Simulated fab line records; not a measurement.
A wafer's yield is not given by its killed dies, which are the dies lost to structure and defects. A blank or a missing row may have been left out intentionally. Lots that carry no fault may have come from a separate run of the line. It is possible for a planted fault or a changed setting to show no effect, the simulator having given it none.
Matching of chambers + flow n5Finfet + pecvd-03 running N5_BEOL_M8_PECVD_70: 3 sister chambers
The step deposits SiO2 from TEOS/O2, target thk 20 nm, time 22.7 s. 6 wafers are shown with their chamber, then 10 later ones without.

WAFERS WITH THEIR CHAMBER
| wafer  | chamber | throttleValvePct (%) | showerheadPlenumPTorr (Torr) |
|--------|---------|----------------------|------------------------------|
| L085.1 | 2       | 21.6                 | 8.77                         |
| L085.5 | 1       | 22.7                 | 8.77                         |
| L087.4 | 2       | 21.6                 | 8.74                         |
| L087.6 | 0       | 21.9                 | 8.81                         |
| L088.1 | 0       | 21.9                 | 8.80                         |
| L088.4 | 1       | 22.3                 | 8.79                         |

WAFERS WITHOUT THEIR CHAMBER
| wafer  | throttleValvePct (%) | showerheadPlenumPTorr (Torr) |
|--------|----------------------|------------------------------|
| L088.6 | 22.0                 | 8.79                         |
| L092.3 | 21.8                 | 8.81                         |
| L092.5 | 22.5                 | 8.78                         |
| L092.6 | 22.3                 | 8.80                         |
| L095.2 | 21.7                 | 8.76                         |
| L095.4 | 22.3                 | 8.77                         |
| L095.6 | 21.7                 | 8.75                         |
| L096.1 | 22.4                 | 8.80                         |
| L096.2 | 21.8                 | 8.80                         |
| L096.6 | 21.9                 | 8.80                         |

WHICH CHAMBER EACH ONE RAN IN
| wafer  | from the rows above     | in truth |
|--------|-------------------------|----------|
| L088.6 | can't be placed: 0 or 1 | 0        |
| L092.3 | 0                       | 0        |
| L092.5 | 1                       | 1        |
| L092.6 | can't be placed: 1 or 0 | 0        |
| L095.2 | 2                       | 2        |
| L095.4 | can't be placed: 1 or 0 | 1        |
| L095.6 | 2                       | 2        |
| L096.1 | can't be placed: 1 or 0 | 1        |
| L096.2 | 0                       | 0        |
| L096.6 | 0                       | 0        |
Placed correctly: 6 of 10. Cannot be placed on the basis of these rows: 4; the candidates contain the true chamber in 4. Wrongly placed: 0.
How it was worked out, from the rows above alone: a wafer's distance from a chamber is the root of the sum, over the readings, of the square of ((its reading less the chamber's mean) divided by the reading's scatter). The wafer belongs to the nearest chamber; if the next one is less than 2 further off, it can't be placed. Each chamber's mean is taken over the wafers shown for it. The scatter: the root of (the sum of the squares of (reading less its chamber's mean) over the shown wafers, divided by (wafers less chambers)).
